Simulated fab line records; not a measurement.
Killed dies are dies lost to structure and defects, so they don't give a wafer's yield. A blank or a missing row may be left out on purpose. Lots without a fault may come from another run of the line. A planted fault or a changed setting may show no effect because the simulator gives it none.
fab line records	flow nandHarc
record: lots: 5	wafers: 15	lastDay: 32
route steps=1302 shown A_CHANNEL_HOLE_D1@473 A_CHANNEL_FILL_D1@490 END@1302
lots that met no fault: taken from a fault-free run of the same line
startH: hours from the record's opening day to when the first of the lot's shown wafers began	waitH: hours from the lot's prior step to this one	" as in the row above	L1.1+2: a row that stands for several wafers	- no value, or no start given	* or withheld: withheld	< > ~ a bound
route shown NAME@n: names a module that has steps shown in the file, with the first one's number in the route	usual: mean/standard deviation taken from wafers without a fault	same: alike in all rows	chamber/n: place in a boat	sites: each site's reading	_std_site: the standard deviation of these	_edge_site: mean of outer sites minus mean of inner sites	radiusMm: for every site, how far away it sits from the centre of the wafer	mask NAME#n: copy n	behind: the tool/chamber that last shaped the wafer	hold: the reason the lot was held/the length of the hold in hours/how it ended	device: the transistor (n, p or np) that didn't switch	end of line: the route-end tests of the same wafers	step lacking rows: just its recipe	killed: the dies lost at the first sort to structure and to defects; this is not the yield of the wafer	map: per-die view of a wafer (x killed, . not killed, _ where there is no die)
set.NAME: the setting as run; set.NAME@STEP: as run at that earlier step	model.NAME: the simulator's own value behind a step, which no gauge read
a table for each step, a row for each wafer; lots at some steps of the route
services: from which hour (startH, from the record's first day; less than 0 if before it) a tool's chamber was out of use, for how many hours, and why
== steps ==
step: NHARC_A_CHANNEL_HOLE_D1_ETCH_21
recipe: biasV: 3000	sourceW: withheld	pressureMtorr: 20	timeS: 514.3	arFlowSccm: 375	c4f8FlowSccm: 89.3	o2FlowSccm: 35.7	tempC: -20	targetDepthA: 16000	chemistry: C4F8/O2/Ar
usual: drypumpMotorCurrentA: 5.96/0.24	showerheadPlenumPTorr: 3.60/0.12	throttleValvePct: 32.155/0.0088
lot.wafer	tool	chamber	startH	waitH	drypumpMotorCurrentA	rfHoursCounterH	showerheadPlenumPTorr	throttleValvePct
L578.2	harEtch-01	0	211.45	0.3	5.83	107	3.73	32.157
L578.1	"	1	"	"	5.86	107	3.56	32.143
L578.6	"	0	"	"	5.82	-	3.73	32.159
L582.2	harEtch-02	1	248.15	0.3	6.48	332	3.42	32.157
L582.4	"	1	"	"	6.51	-	3.42	32.168
L582.6	"	1	"	"	6.48	-	3.42	32.172
L588.1	harEtch-02	1	309.41	0.3	6.55	355	3.41	32.159
L588.5	"	0	"	"	5.89	-	3.72	32.166
L588.6	"	1	"	"	6.52	-	3.41	32.151
L593.3	harEtch-02	1	360.17	0.3	6.50	-	3.39	32.156
L593.4	"	0	"	"	5.89	-	3.70	32.156
L593.6	"	0	"	"	5.89	-	3.70	32.145
L594.1	harEtch-01	0	370.29	0.3	5.81	203	3.68	32.155
L594.5	"	1	"	"	5.86	-	3.51	32.160
L594.6	"	0	"	"	5.83	-	3.68	32.131
step: NHARC_A_CHANNEL_HOLE_D1_ETCH_22
recipe: biasV: 3000	sourceW: withheld	pressureMtorr: 20	timeS: 666.7	arFlowSccm: 375	c4f8FlowSccm: 89.3	o2FlowSccm: 35.7	tempC: -20	targetDepthA: 16000	chemistry: C4F8/O2/Ar
usual: drypumpMotorCurrentA: 5.96/0.25	showerheadPlenumPTorr: 3.60/0.12	throttleValvePct: 32.154/0.009
lot.wafer	tool	chamber	startH	waitH	drypumpMotorCurrentA	rfHoursCounterH	showerheadPlenumPTorr	throttleValvePct
L578.2	harEtch-01	0	211.88	0.4	5.83	108	3.73	32.156
L578.1	"	1	"	"	5.86	108	3.56	32.157
L578.6	"	0	"	"	5.81	-	3.73	32.143
L582.2	harEtch-02	1	248.61	0.4	6.51	333	3.42	32.149
L582.4	"	1	"	"	6.49	-	3.42	32.138
L582.6	"	1	"	"	6.49	-	3.42	32.145
L588.1	harEtch-02	1	309.87	0.4	6.51	355	3.41	32.150
L588.5	"	0	"	"	5.89	-	3.72	32.162
L588.6	"	1	"	"	6.53	-	3.41	32.163
L593.3	harEtch-02	1	360.65	0.4	6.56	-	3.39	32.160
L593.4	"	0	"	"	5.87	-	3.70	32.141
L593.6	"	0	"	"	5.85	-	3.70	32.164
L594.1	harEtch-01	0	370.75	0.4	5.85	203	3.68	32.159
L594.5	"	1	"	"	5.86	-	3.51	32.161
L594.6	"	0	"	"	5.85	-	3.68	32.140
step: NHARC_A_CHANNEL_HOLE_D1_ETCH_23
recipe: biasV: 5000	sourceW: withheld	pressureMtorr: 20	timeS: 819	arFlowSccm: 375	c4f8FlowSccm: 89.3	o2FlowSccm: 35.7	tempC: -20	targetDepthA: 16000	chemistry: C4F8/O2/Ar
usual: drypumpMotorCurrentA: 5.96/0.25	showerheadPlenumPTorr: 3.60/0.12	throttleValvePct: 32.154/0.0091
lot.wafer	tool	chamber	startH	waitH	drypumpMotorCurrentA	rfHoursCounterH	showerheadPlenumPTorr	throttleValvePct
L578.2	harEtch-01	0	212.46	0.5	5.83	108	3.73	32.146
L578.1	"	1	"	"	5.85	108	3.56	32.164
L578.6	"	0	"	"	5.85	-	3.73	32.151
L582.2	harEtch-02	1	249.19	0.5	6.52	333	3.42	32.157
L582.4	"	1	"	"	6.52	-	3.42	32.148
L582.6	"	1	"	"	6.53	-	3.42	32.174
L588.1	harEtch-02	1	310.46	0.5	6.50	356	3.41	32.142
L588.5	"	0	"	"	5.88	-	3.72	32.153
L588.6	"	1	"	"	6.52	-	3.41	32.162
L593.3	harEtch-02	1	361.27	0.5	6.54	-	3.39	32.150
L593.4	"	0	"	"	5.87	-	3.70	32.155
L593.6	"	0	"	"	5.89	-	3.70	32.153
L594.1	harEtch-01	0	371.33	0.5	5.79	204	3.68	32.145
L594.5	"	1	"	"	5.85	-	3.51	32.170
L594.6	"	0	"	"	5.81	-	3.68	32.158
step: NHARC_A_CHANNEL_HOLE_D1_ETCH_24
recipe: biasV: 5000	sourceW: withheld	pressureMtorr: 20	timeS: 906.2	arFlowSccm: 375	c4f8FlowSccm: 93.8	o2FlowSccm: 31.2	tempC: -20	targetDepthA: 15000	chemistry: C4F8/O2/Ar
step: NHARC_A_CHANNEL_HOLE_D1_ETCH_25
recipe: biasV: 5000	sourceW: withheld	pressureMtorr: 20	timeS: 1040.2	arFlowSccm: 375	c4f8FlowSccm: 93.8	o2FlowSccm: 31.2	tempC: -20	targetDepthA: 15000	chemistry: C4F8/O2/Ar
usual: drypumpMotorCurrentA: 5.96/0.25	showerheadPlenumPTorr: 3.60/0.12	throttleValvePct: 32.234/0.0091
lot.wafer	tool	chamber	startH	waitH	drypumpMotorCurrentA	rfHoursCounterH	showerheadPlenumPTorr	throttleValvePct
L578.2	harEtch-01	0	213.92	0.6	5.81	110	3.72	32.241
L578.1	"	1	"	"	5.86	110	3.55	32.232
L578.6	"	0	"	"	5.84	-	3.72	32.237
L582.2	harEtch-02	1	250.68	0.7	6.51	335	3.42	32.227
L582.4	"	1	"	"	6.54	-	3.42	32.239
L582.6	"	1	"	"	6.52	-	3.42	32.236
L588.1	harEtch-02	1	311.94	0.7	6.53	358	3.40	32.234
L588.5	"	0	"	"	5.89	-	3.72	32.234
L588.6	"	1	"	"	6.49	-	3.40	32.233
L593.3	harEtch-02	1	362.77	0.7	6.50	-	3.39	32.246
L593.4	"	0	"	"	5.88	-	3.70	32.236
L593.6	"	0	"	"	5.88	-	3.70	32.241
L594.1	harEtch-01	0	372.80	0.6	5.81	205	3.67	32.225
L594.5	"	1	"	"	5.87	-	3.50	32.225
L594.6	"	0	"	"	5.82	-	3.67	32.233
step: NHARC_A_CHANNEL_HOLE_D1_ETCH_26
recipe: biasV: 300	sourceW: 2000	pressureMtorr: 30	timeS: 224.1	arFlowSccm: 375	c4f8FlowSccm: 11.4	o2FlowSccm: 113.6	tempC: -20	targetDepthA: 3000	chemistry: C4F8/O2/Ar
step: NHARC_A_CHANNEL_HOLE_D1_ETCH_33
recipe: biasV: 400	sourceW: 2000	pressureMtorr: 25	timeS: 90	arFlowSccm: 375	c4f8FlowSccm: 41.7	o2FlowSccm: 83.3	tempC: -20	targetDepthA: 4000	chemistry: C4F8/O2/Ar
step: NHARC_A_CHANNEL_HOLE_D1_STRIP_41
recipe: n2FlowSccm: 150	h2FlowSccm: 150	arFlowSccm: 0	biasW: 0	chemistry: N2/H2
step: NHARC_A_CHANNEL_HOLE_D1_STRIP_42
recipe: cf4FlowSccm: 100	chf3FlowSccm: 30	arFlowSccm: 0	biasW: 0	chemistry: CF4/CHF3
step: NHARC_A_CHANNEL_HOLE_D1_STRIP_43
recipe: o2FlowSccm: 400	cosFlowSccm: 20	arFlowSccm: 0	biasW: 0	chemistry: O2/COS
step: NHARC_A_CHANNEL_HOLE_D1_ETCH_44
recipe: targetDepthA: 1400	overetchA: 140	timeS: 77	ionEnergyEv: 100	cf4FlowSccm: 80	o2FlowSccm: 20	arFlowSccm: 0	rfW: 300	biasW: 100	chemistry: CF4/O2
usual: drypumpMotorCurrentA: 5.70/0.26	oesProductAu: 1.002/0.0077	rfVppV: 197.7/1.3	showerheadPlenumPTorr: 1.34/0.055	throttleValvePct: 13.397/0.0096
lot.wafer	tool	chamber	startH	waitH	drypumpMotorCurrentA	oesProductAu	rfHoursCounterH	rfVppV	showerheadPlenumPTorr	throttleValvePct
L578.2	rieDiel-03	0	215.75	0.1	5.62	1.017	7	200.8	1.42	13.396
L578.1	"	1	"	"	5.48	1.006	8	197.9	1.28	13.406
L578.6	"	0	"	"	5.65	0.993	-	200.1	1.42	13.388
L582.2	rieDiel-03	1	252.36	0.0	5.48	1.015	12	197.1	1.28	13.398
L582.4	"	2	"	"	5.98	0.996	12	199.5	1.39	13.407
L582.6	"	2	"	"	5.99	0.996	-	198.4	1.39	13.387
L588.1	rieDiel-03	3	313.67	0.1	5.62	0.995	1	197.0	1.31	13.401
L588.5	"	2	"	"	6.00	1.000	-	198.5	1.39	13.384
L588.6	"	3	"	"	5.56	1.007	-	196.7	1.31	13.404
L593.4	rieDiel-09	1	364.37	0.1	6.20	1.007	15	195.1	1.28	13.398
L593.3	"	3	"	"	5.76	1.000	6	197.2	1.37	13.403
L593.6	"	1	"	"	6.21	0.997	-	197.3	1.28	13.405
L594.1	rieDiel-03	1	374.49	0.1	5.50	1.007	7	196.3	1.28	13.392
L594.5	"	3	"	"	5.63	1.014	-	197.1	1.31	13.387
L594.6	"	0	"	"	5.61	1.003	-	200.2	1.42	13.406
step: NHARC_A_CHANNEL_HOLE_D1_STRIP_27
recipe: o2FlowSccm: 500	arFlowSccm: 0	biasW: 0	chemistry: O2
step: NHARC_A_CHANNEL_HOLE_D1_PRECLEAN_28
recipe: timeS: *	tempC: 50	bathAgeMin: 0	chemistry: SC1
lot.wafer	tool	chamber	startH	waitH
L578.2+1+6	wetBench-09	1,2,6	216.40	-
L582.6+4+2	wetBench-05	2,4,7	253.02	-
L588.1+5+6	wetBench-05	3,4,7	314.42	-
L593.6+4+3	wetBench-05	6,7,1	365.03	-
L594.5+6+1	wetBench-09	6,7,2	375.14	-
step: NHARC_A_CHANNEL_HOLE_D1_SRD_29
step: NHARC_A_CHANNEL_HOLE_D1_CD_MEAS_30
usual: cdNm: 90.5/0.78
lot.wafer	tool	chamber	startH	waitH	cdNm
L578.1	cdSem-03	-	216.54	-	90.2
L578.2	"	-	"	"	89.6
L578.6	"	-	"	"	90.3
L582.2	cdSem-03	-	253.16	-	90.2
L582.4	"	-	"	"	90.5
L582.6	"	-	"	"	90.4
L588.1	cdSem-02	-	314.56	-	90.0
L588.5	"	-	"	"	91.0
L588.6	"	-	"	"	89.8
L593.3	cdSem-01	-	365.17	-	88.6
L593.4	"	-	"	"	90.1
L593.6	"	-	"	"	91.3
L594.1	cdSem-02	-	375.27	-	90.2
L594.5	"	-	"	"	90.2
L594.6	"	-	"	"	91.1
step: NHARC_A_CHANNEL_HOLE_D1_XSEM_31
recipe: landingEnergyEv: 35000
step: NHARC_A_CHANNEL_HOLE_D1_INSPECT_40
usual: rawDefectCount: 70/27
lot.wafer	tool	chamber	startH	waitH	rawDefectCount
L578.1	defectInspect-01	-	216.73	-	57
L578.2	"	-	"	"	58
L578.6	"	-	"	"	56
L582.2	defectInspect-02	-	253.34	-	112
L582.4	"	-	"	"	95
L582.6	"	-	"	"	82
L588.1	defectInspect-02	-	314.75	-	99
L588.5	"	-	"	"	95
L588.6	"	-	"	"	90
L593.3	defectInspect-02	-	365.35	-	107
L593.4	"	-	"	"	90
L593.6	"	-	"	"	98
L594.1	defectInspect-02	-	375.46	-	312
L594.5	"	-	"	"	52
L594.6	"	-	"	"	55
step: NHARC_A_CHANNEL_FILL_D1_PRECLEAN_00
recipe: timeS: *	tempC: 50	bathAgeMin: 0	chemistry: SC1
step: NHARC_END_SORT_01
recipe: tempC: 25
usual: killedAtArray: 59/17	killedAtOther: 0.7/0.9	killedAtPeriphery: 3.6/2.3	killedDies: 63/18	killedOpen: 3.4/1.9	killedShort: 2.6/1.7
same: grossDies: 677
lot.wafer	tool	chamber	startH	waitH	killedAtArray	killedAtOther	killedAtPeriphery	killedDies	killedOpen	killedShort
L578.1	prober-01	0	585.12	2.5	48	0	1	49	0	5
L578.2	prober-01	0	585.93	2.8	56	0	3	59	3	4
L594.1	prober-02	0	744.42	2.5	128	1	9	138	3	4
killed by level:class
L578.1 A_CHANNEL_HOLE_D2:chamberFilmFlake=31 A_CHANNEL_HOLE_D1:chamberFilmFlake=3 A_CHANNEL_FILL_D1:chamberFilmFlake=3 A_CHANNEL_FILL_D1:geometricParticle:short=2 A_STAIRCASE:chamberFilmFlake=2 A_CONTACT:chamberFilmFlake=2 A_DECK1_JOINT:geometricParticle:short=1 A_ONON_D2:geometricParticle:short=1
L578.2 A_CHANNEL_HOLE_D2:chamberFilmFlake=36 A_CHANNEL_HOLE_D1:chamberFilmFlake=7 A_ONON_D1:geometricParticle:short=2 A_ONON_D2:geometricParticle:short=2 P_STI:chamberFilmFlake=2 A_CHANNEL_FILL_D1:chamberFilmFlake=2 P_M1:geometricParticle:open=1 A_CHANNEL_HOLE_D1:geometricParticle:open=1
L594.1 A_CHANNEL_HOLE_D1:unspecified=63 A_CHANNEL_HOLE_D2:chamberFilmFlake=33 A_CHANNEL_HOLE_D1:chamberFilmFlake=12 P_CONTACT:chamberFilmFlake=5 A_SLIT:chamberFilmFlake=4 P_GATE:chamberFilmFlake=3 A_DECK1_JOINT:chamberFilmFlake=3 A_ONON_D1:geometricParticle:short=2
map L594.1 (x killed, . not)
____________.____________
_________......._________
_______..........._______
______...x....x....______
_____..............._____
____....xx...........____
____.........x.....x.____
___....x..............___
___...............xx..___
__..................x..__
__.x...x......x.....xxx__
_..............x..xx..x._
_.........x.x.x......x.._
_.........x.xx......xx.._
_.........xxxxx........._
_........xxxxxx........._
...x....xxxxxxxx.....x...
.x..x.x.xxxxxxxxxx.......
.........xxxxxxx.x.......
.....x....xxxxxx.........
........xxxxxxxx.........
_........xxxxx.....x...._
_..x.......xxxxx........_
_....x.x................_
_.......x.......xx......_
_....x.xxx.............._
__..xxxxx..............__
__..xxxx..x............__
___.xxxx.x...........x___
___..xxxx.............___
____.x.xxxx..........____
____x.x.x............____
_____......x........_____
______.x..x........______
_______..........._______
_________......._________
____________.____________
map L578.2 (x killed, . not)
____________.____________
_________......._________
_______..........._______
______.....x.......______
_____..............._____
____.................____
____.....x...........____
___.......x.........x.___
___...............x.xx___
__...................x.__
__x................x...__
_..............x.......x_
_.x..............x......_
_..x.................x.._
_......................._
_......................._
...x.....................
.........................
.........................
....x....................
.........................
_..x...................._
_...................x..._
_......................._
_........xx............._
_x....xx.x.............._
__....xxxx.........x...__
__....x.xxx............__
___.x.xxx.............___
___..xxx.xx...........___
____..xxxxxx.........____
____x.x..x.xx........____
_____..xx..........._____
______xx...........______
_______..........._______
_________......._________
____________.____________
== services ==
tool	chamber	startH	hours	kind
rieDiel-03	0	211.30	-	clean
rieDiel-03	1	211.30	-	clean
rieDiel-03	2	211.30	-	clean
rieDiel-03	3	211.30	-	clean
rieDiel-03	0	228.52	3.2	repair
rieDiel-03	0	235.80	-	clean
rieDiel-03	1	235.80	-	clean
rieDiel-03	2	235.80	-	clean
rieDiel-03	3	235.80	-	clean
wetBench-09	-	239.29	63.0	repair
harEtch-02	1	251.81	-	consumableReplace:focusRing
harEtch-02	1	251.81	17.0	scheduledDown
harEtch-02	1	251.81	17.0	ventCycle
rieDiel-03	0	260.30	-	clean
rieDiel-03	1	260.30	-	clean
wetBench-05	-	260.80	8.0	pm
rieDiel-03	-	281.30	9.0	pm
rieDiel-03	1	310.53	5.6	repair
rieDiel-09	-	322.32	9.0	pm
rieDiel-03	-	340.38	2.4	repair
wetBench-09	-	352.80	8.0	pm
harEtch-02	1	367.90	-	consumableReplace:showerhead
harEtch-02	1	367.90	17.0	scheduledDown
harEtch-02	1	367.90	17.0	ventCycle
== key ==
firstSign: step: NHARC_A_CHANNEL_HOLE_D1_INSPECT_40	reading: rawDefectCount	direction: up	sigmas: 9.1	usual: 70	struck: 312
effect: step: NHARC_END_SORT_01	reading: killedDies	direction: up	sigmas: 4.3	usual: 63	struck: 138
moreKillsBornAt: NHARC_A_CHANNEL_HOLE_D1_PRECLEAN_28@wetBench-09: 63
metAt NHARC_A_CHANNEL_HOLE_D1_PRECLEAN_28
struckWafers L594.1
testerLeftOut L594
onsetBetween 216.40 375.14
fault: kind: chamberParticleSource	tool: wetBench-09	chamber: 2	onsetH: 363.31	steps: NHARC_A_CHANNEL_HOLE_D1_PRECLEAN_28	ratePerVisitCm2: 0.39774	endH: 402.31
testerLeftOut: of these lots the tester's yield and bins aren't shown, on N5 and GAA mostly nor the transistor test; their killed dies are dies lost to structure and defects alone, not to doping, threshold or leakage, so they don't give the yield
